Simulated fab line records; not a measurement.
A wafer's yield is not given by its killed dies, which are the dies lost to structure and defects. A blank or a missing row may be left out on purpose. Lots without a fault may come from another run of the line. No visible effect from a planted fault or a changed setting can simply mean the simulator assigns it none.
The tool behind it: which one?	flow n5Finfet	8 lots, 24 wafers sampled, at 5 steps of a route of 1938

WHAT THE GAUGES SHOWED, per wafer
N5_BEOL_M1_INSPECT_13: inspects for defects (brightfield). Usual: rawDefectCount 394, standard deviation 92.
lot	measured	on	rawDefectCount	flag
L511	day 6 06:19	defectInspect-02	308 332 333	
L515	day 7 05:53	defectInspect-02	343 395 367	
L517	day 7 15:44	defectInspect-01	272 258 356	
L520	day 8 07:18	defectInspect-01	281 253 383	
L526	day 10 06:44	defectInspect-01	587 505 505	
L530	day 11 11:07	defectInspect-02	457 455 346	
L532	day 11 14:31	defectInspect-02	593 401 375	
L533	day 11 19:05	defectInspect-01	624 411 501	

N5_BEOL_M4_RC_MEAS_101. Usual: DIBL_N 36.6 mV/V, standard deviation 1.3; DIBL_P 36.4 mV/V, standard deviation 1.4; IOFF_N 0.167 nA/um, standard deviation 0.023; IOFF_P 0.219 nA/um, standard deviation 0.029; ION_N 678 uA/um, standard deviation 8.7; ION_P 464 uA/um, standard deviation 6.4; SS_N 71.5 mV/dec, standard deviation 0.53; SS_P 73.4 mV/dec, standard deviation 0.57; VT_N 248.5 mV, standard deviation 2.8; VT_P -249 mV, standard deviation 3.1.
lot	measured	on	DIBL_N (mV/V)	DIBL_P (mV/V)	IOFF_N (nA/um)	IOFF_P (nA/um)	ION_N (uA/um)	ION_P (uA/um)	SS_N (mV/dec)	SS_P (mV/dec)	VT_N (mV)	VT_P (mV)	flag
L511	day 8 17:11	prober-01	37.4 37.8 36.8	37.4 37.4 36.8	0.195 0.193 0.171	0.237 0.224 0.216	697 690 683	467 465 465	72.2 70.9 71.2	73.3 72.9 73.5	243.2 245.4 248.1	-248 -249 -250	
L515	day 9 10:55	prober-02	37.2 37.2 39.4	36.1 35.8 38.8	0.166 0.158 0.219	0.233 0.233 0.279	688 691 702	471 470 477	71.8 71.2 71.9	73.2 73.9 74.0	247.2 246.0 242.7	-245 -245 -246	
L517	day 10 10:31	prober-02	39.2 37.6 38.4	38.2 36.8 37.3	0.191 0.175 0.176	0.240 0.219 0.224	684 681 684	465 464 466	72.3 72.0 72.6	73.7 72.9 73.1	248.0 247.0 248.2	-246 -248 -246	
L520	day 13 12:19	prober-01	35.0 37.5 36.5	35.7 38.7 37.6	0.166 0.216 0.195	0.218 0.273 0.262	672 671 671	460 466 469	71.2 71.8 71.5	72.8 73.4 74.1	247.8 248.1 247.5	-251 -248 -249	
L526	day 13 08:50	prober-02	37.3 38.8 37.2	36.1 38.8 35.9	0.187 0.219 0.182	0.241 0.290 0.238	675 681 669	464 468 459	72.4 72.3 72.7	73.5 75.0 73.2	248.6 245.4 246.7	-245 -244 -246	
L530	day 14 18:17	prober-01	36.4 37.5 37.3	36.8 38.0 37.8	0.165 0.173 0.172	0.212 0.237 0.228	667 670 668	458 463 461	71.5 71.5 71.3	73.0 73.5 73.2	246.2 247.3 247.1	-250 -248 -251	
L532	day 15 15:37	prober-01	37.1 37.7 36.9	39.1 38.4 38.3	0.171 0.176 0.168	0.247 0.233 0.222	674 675 678	463 465 466	72.1 72.4 71.7	73.3 73.7 73.8	249.8 250.0 252.3	-248 -248 -251	
L533	day 15 22:28	prober-01	38.3 37.2 37.2	39.0 36.4 36.5	0.231 0.193 0.188	0.281 0.235 0.234	704 689 690	477 468 468	71.8 71.3 71.6	74.7 74.4 73.3	242.5 245.3 245.2	-245 -249 -250	

WHAT TOOL EACH LOT RAN ON (gives the tool, then ch and the chambers of the sampled wafers, and finally the start)
lot	N5_BEOL_M1_DESCUM_16	N5_BEOL_M1_ETCH_77	N5_BEOL_M1_VIA_ETCH_34
L511	rieDiel-02 ch 0,2,3, day 6 06:30	rieDiel-02 ch 1,2, day 6 07:33	rieDiel-02 ch 1,3, day 6 12:29
L515	rieDiel-02 ch 1,3, day 7 06:05	rieDiel-03 ch 0,2, day 7 06:59	rieDiel-03 ch 0,2, day 7 08:41
L517	rieDiel-03 ch 1,2, day 7 16:40	rieDiel-03 ch 1,2, day 7 17:38	rieDiel-06 ch 0,2,3, day 8 07:53
L520	rieDiel-06 ch 0,3, day 8 07:23	rieDiel-03 ch 0,1,3, day 8 08:28	rieDiel-02 ch 0,1,2, day 8 16:10
L526	rieDiel-06 ch 1,2,3, day 10 06:48	rieDiel-03 ch 0,1,2, day 10 07:50	rieDiel-03 ch 0,1,3, day 10 15:57
L530	rieDiel-06 ch 0,1,3, day 11 11:11	rieDiel-02 ch 0,2, day 11 12:23	rieDiel-02 ch 0,1,3, day 12 06:25
L532	rieDiel-03 ch 0,1,2, day 11 14:32	rieDiel-02 ch 0,2,3, day 11 16:52	rieDiel-02 ch 0,2,3, day 12 14:04
L533	rieDiel-03 ch 2,3, day 11 19:56	rieDiel-02 ch 1,2, day 11 21:00	rieDiel-02 ch 0,1,2, day 12 14:32
- N5_BEOL_M1_DESCUM_16: chemistry O2, time 7 s.
- N5_BEOL_M1_ETCH_77: etches underlayer in N2/H2, target depth 6.5 nm, time 5.2 s.
- N5_BEOL_M1_VIA_ETCH_34: etches the open film in C4F6/O2, target depth 67.8 nm, time 64.4 s.

AS READ BY THE TOOLS THEMSELVES (means over the sampled wafers that have a number; for cases with no such wafer, the mark the record gives instead)
N5_BEOL_M1_DESCUM_16. Usual: drypumpMotorCurrentA 5.6 A, standard deviation 0.49; oesProductAu 0.81 a.u., standard deviation 0.1; rfVppV 243.2 V, standard deviation 1.3; showerheadPlenumPTorr 2.10 Torr, standard deviation 0.077; throttleValvePct 20.44 %, standard deviation 0.21.
lot	tool	drypumpMotorCurrentA (A)	oesProductAu (a.u.)	rfVppV (V)	showerheadPlenumPTorr (Torr)	throttleValvePct (%)	flag
L511	rieDiel-02	5.8	0.84	242.9	2.10	20.53	
L515	rieDiel-02	6.0	0.84	242.7	2.07	20.54	
L517	rieDiel-03	5.8	0.71	242.9	2.10	20.54	
L520	rieDiel-06	5.3	0.87	242.8	2.06	20.36	
L526	rieDiel-06	5.8	0.71	242.7	2.08	20.60	
L530	rieDiel-06	5.4	0.76	242.7	2.09	20.60	
L532	rieDiel-03	5.4	0.82	244.7	2.14	20.39	
L533	rieDiel-03	5.4	0.90	245.3	2.23	20.31	

N5_BEOL_M1_ETCH_77. Usual: drypumpMotorCurrentA 5.7 A, standard deviation 0.43; etchRfOnTimeS 5.18 s, standard deviation 0.084; n2FlowSccm 200.1 sccm, standard deviation 0.56; oesProductAu 0.69 a.u., standard deviation 0.079; rfFwdPowerW 819.4 W, standard deviation 2.5; rfVppV 523.8 V, standard deviation 2.9; showerheadPlenumPTorr 2.54 Torr, standard deviation 0.09; throttleValvePct 17.86 %, standard deviation 0.25.
lot	tool	drypumpMotorCurrentA (A)	etchRfOnTimeS (s)	n2FlowSccm (sccm)	oesProductAu (a.u.)	rfFwdPowerW (W)	rfVppV (V)	showerheadPlenumPTorr (Torr)	throttleValvePct (%)	flag
L511	rieDiel-02	6.1	5.14	199.3	0.70	817.0	525.2	2.63	17.75	
L515	rieDiel-03	5.0	5.28	200.0	0.68	819.2	520.6	2.46	17.72	
L517	rieDiel-03	5.6	5.24	199.9	0.60	817.1	522.2	2.47	18.07	
L520	rieDiel-03	5.4	5.27	199.6	0.70	818.7	525.0	2.61	17.75	
L526	rieDiel-03	5.3	4.93	200.1	0.66	886.0	511.0	2.50	17.92	OFF
L530	rieDiel-02	5.7	5.19	199.9	0.71	819.0	524.4	2.53	17.75	
L532	rieDiel-02	5.8	5.13	199.7	0.68	819.9	523.3	2.52	17.92	
L533	rieDiel-02	6.2	5.26	199.7	0.70	817.0	525.8	2.60	17.75	

N5_BEOL_M1_VIA_ETCH_34. Usual: drypumpMotorCurrentA 5.7 A, standard deviation 0.45; oesProductAu 0.81 a.u., standard deviation 0.096; rfFwdPowerW 346.8 W, standard deviation 1.4; rfVppV 664 V, standard deviation 6.2; showerheadPlenumPTorr 2.85 Torr, standard deviation 0.096; throttleValvePct 30.80 %, standard deviation 0.18.
lot	tool	drypumpMotorCurrentA (A)	oesProductAu (a.u.)	rfFwdPowerW (W)	rfVppV (V)	showerheadPlenumPTorr (Torr)	throttleValvePct (%)	flag
L511	rieDiel-02	6.0	0.85	347.5	660	2.81	30.97	
L515	rieDiel-03	5.1	0.76	347.6	662	2.73	30.71	
L517	rieDiel-06	5.7	0.79	346.0	660	2.79	30.80	
L520	rieDiel-02	6.0	0.86	347.5	662	2.89	30.78	
L526	rieDiel-03	5.4	0.81	345.8	669	2.90	30.66	
L530	rieDiel-02	5.9	0.84	347.0	658	2.81	30.90	
L532	rieDiel-02	5.8	0.78	346.4	659	2.82	30.90	
L533	rieDiel-02	6.0	0.81	347.8	661	2.87	30.79	

THE ANSWER, worked out from the rows above alone
Rule: take the mean of a lot's wafers that have a number; if it is more than 3 standard deviations from the usual mean, the lot is off. Also off: a lot with no number at a reading for which 4 or more lots have one. Where the step has rows for the other lots, those lots are counted as sound. After the gauges, taken in route order, come the tools' own readings; for these a lot's mean is taken, as printed above. The first step at which some lot is off is used, and at that step the reading that is off furthest; a lot without a number counts as furthest.
Off: L526, at N5_BEOL_M1_ETCH_77 (rfFwdPowerW).
If a tool, at that step or one of the process steps before it, ran each lot that is off and ran no sound lot following the first of them, it fits. One fits: rieDiel-03 at N5_BEOL_M1_ETCH_77. A fault onset in the window from L520 (day 8 08:28, its last sound lot) to L526 (day 10 07:50, its first lot off) fits.
The tool's own readings at N5_BEOL_M1_ETCH_77 bear it out: on the lots that are off they differ by more than 5 times the standard deviation of the sound lots' means. rfFwdPowerW reads 886.0 W there against 818.3 W on the sound lots; rfVppV reads 511.0 V there against 523.8 V on the sound lots.

WHAT THE SIMULATOR PUT IN
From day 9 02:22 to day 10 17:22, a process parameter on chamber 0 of rieDiel-03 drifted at N5_BEOL_M1_ETCH_77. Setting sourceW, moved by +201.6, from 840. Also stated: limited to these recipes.
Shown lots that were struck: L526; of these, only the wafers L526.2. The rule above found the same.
